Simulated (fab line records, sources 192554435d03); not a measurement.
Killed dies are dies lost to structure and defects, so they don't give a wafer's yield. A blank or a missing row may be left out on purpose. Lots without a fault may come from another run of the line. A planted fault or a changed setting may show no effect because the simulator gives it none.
A struck lot beside a sound one | flow n5_finfet | 16 steps out of a route of 1938
Sound: wafers L504.1, L504.2, L504.3. Struck: wafers L513.3, L513.6. (L513.2 of the same lot was not struck and is left out.) The cause comes at the end.
At each step with rows: each side's tool, then ch and its chambers, then its first start. Under that, the readings that differ: sound wafers | struck wafers | difference of the means | sigmas: that difference in standard deviations of wafers without a fault.
alike: readings whose means differ by less than 2 such deviations, and words and numbers that are the same on both sides. not compared: withheld readings, readings that some wafer has no value for, bounds like >300 that may hide the same value, and numbers for which the record gives no deviation and whose values overlap.
The two part at a step that has a row with sigmas, a row that says differs or no value, or rows on one side only. Numbers that don't overlap but have no deviation are shown without sigmas and don't part them. A reading that every wafer of one side lacks parts them only if that side has two wafers or more.

N5_FIN_SAQP_HM_OPEN_73: chemistry CHF3/O2, target SiO2, stops on a-Si, target depth 12 nm, time 16.8 s.
  sound on rie_diel-06 ch 0,2,3, day 2 11:54; struck on rie_diel-06 ch 1,3, day 4 17:08
  alike: O2_flow_sccm, drypump_motor_current_A, mfc_ar_sccm, oes_product_au, rf_vpp_V, showerhead_plenum_p_Torr, throttle_valve_pct
  not compared: rf_hours_counter_h
then, 1 step without rows for these wafers: N5_FIN_SAQP_STRIP_74 (strips in CHF3/O2).
N5_FIN_SAQP_MANDREL_ETCH_22: etches a-Si in HBr/Cl2, stops on SiNx, target depth 60 nm, bt time 10 s, time 30 s.
  sound on rie_si-02 ch 0,2,3, day 2 11:59; struck on rie_si-05 ch 0,1, day 4 17:13
  alike: HBr_flow_sccm, drypump_motor_current_A, oes_product_au, throttle_valve_pct
  not compared: rf_hours_counter_h
then, 5 steps without rows for these wafers: N5_FIN_SAQP_STRIP_55 (strips in N2/H2); N5_FIN_SAQP_STRIP_23 (strips in SPM, time 750 s); N5_FIN_SAQP_SRD_66 (time 30 s); N5_FIN_SAQP_RECESS_75 (chemistry HF/NH3, target SiO2, target depth 14.4 nm, afs cycles 3, sublimation time 60 s); N5_FIN_SAQP_SPACER1_ALD_24 (deposits SiO2, target thk 20.3 nm, pulse time 1 s, purge time 2 s).
N5_FIN_SAQP_SPACER1_ETCHBACK_25: etches SiO2 in CHF3/O2, target depth 24.4 nm, time 12.2 s.
  sound on rie_diel-06 ch 1,2,3, day 2 13:44; struck on rie_diel-04 ch 3, day 4 19:37
  alike: O2_flow_sccm, drypump_motor_current_A, mfc_ar_sccm, oes_product_au, rf_vpp_V, showerhead_plenum_p_Torr, throttle_valve_pct
  not compared: rf_hours_counter_h
then, 1 step without rows for these wafers: N5_FIN_SAQP_MANDREL1_REMOVE_56 (chemistry HBr/Cl2/O2, target a-Si, stops on SiNx, bt time 10 s).
N5_FIN_SAQP_CD_MEAS_27: target cd 20 nm.
  sound on cd_sem-01 ch 0, day 2 13:56; struck on cd_sem-02 ch 0, day 4 19:49
  alike: cd_nm
N5_FIN_SAQP_ETCH_57: etches SiNx in CH3F/O2, target depth 32.5 nm, time 46.4 s.
  sound on rie_diel-04 ch 1,2,3, day 2 14:02; struck on rie_diel-06 ch 1,2, day 4 19:52
  reading      | sound       | struck  | difference | sigmas
  rf_vpp_V (V) | 286 291 293 | 305 314 | +20        | +2
  alike: O2_flow_sccm, drypump_motor_current_A, etch_rf_on_time_s, mfc_ar_sccm, oes_product_au, showerhead_plenum_p_Torr, throttle_valve_pct
  not compared: rf_hours_counter_h
N5_FIN_SAQP_ETCH_65: etches SiO2 in CF4, target depth 4 nm, time 4.4 s.
  sound on rie_si-03 ch 1,2,3, day 2 14:08; struck on rie_si-05 ch 0,1, day 4 19:59
  reading                  | sound             | struck      | difference | sigmas
  oes_product_au (a.u.)    | 0.977 0.978 1.002 | 1.302 1.350 | +0.340     | +16
  model.etch.depth_nm (nm) | 3.817 3.952 3.816 | 5.857 6.109 | +2.121     |
  alike: drypump_motor_current_A, throttle_valve_pct
  not compared: rf_hours_counter_h
N5_FIN_SAQP_MANDREL_ETCH_58: etches a-Si in HBr/Cl2, stops on SiNx, target depth 45 nm, bt time 10 s, time 27 s.
  sound on rie_si-03 ch 1,2,3, day 2 14:10; struck on rie_si-05 ch 0,1, day 4 20:01
  alike: HBr_flow_sccm, drypump_motor_current_A, oes_product_au, throttle_valve_pct
  not compared: rf_hours_counter_h
-- the record jumps here: 6 days lie between the struck wafers' starts before and after (it left off in module FIN_SAQP and takes up again in module BEOL_M4, whose first step shown is number 1111 of the route) --
N5_BEOL_M4_RC_MEAS_101:
  sound on prober-02 ch 0, day 8 21:28; struck on prober-02 ch 0, day 10 20:37
  alike: DIBL_N, DIBL_P, IOFF_N, IOFF_P, ION_N, ION_P, SS_N, SS_P, VT_N, VT_P
-- the record jumps here: 5 days lie between the struck wafers' starts before and after (it left off in module BEOL_M4 and takes up again in module PASSIVATION, whose first step shown is number 1936 of the route) --
N5_PASSIVATION_PROBE_49:
  the record has rows for the struck wafers here (prober-02, day 15 14:40) and none for the sound ones

WHERE THEY PART
First at N5_FIN_SAQP_ETCH_57; last, within this record, at N5_PASSIVATION_PROBE_49.

WHY: what the simulator had put in
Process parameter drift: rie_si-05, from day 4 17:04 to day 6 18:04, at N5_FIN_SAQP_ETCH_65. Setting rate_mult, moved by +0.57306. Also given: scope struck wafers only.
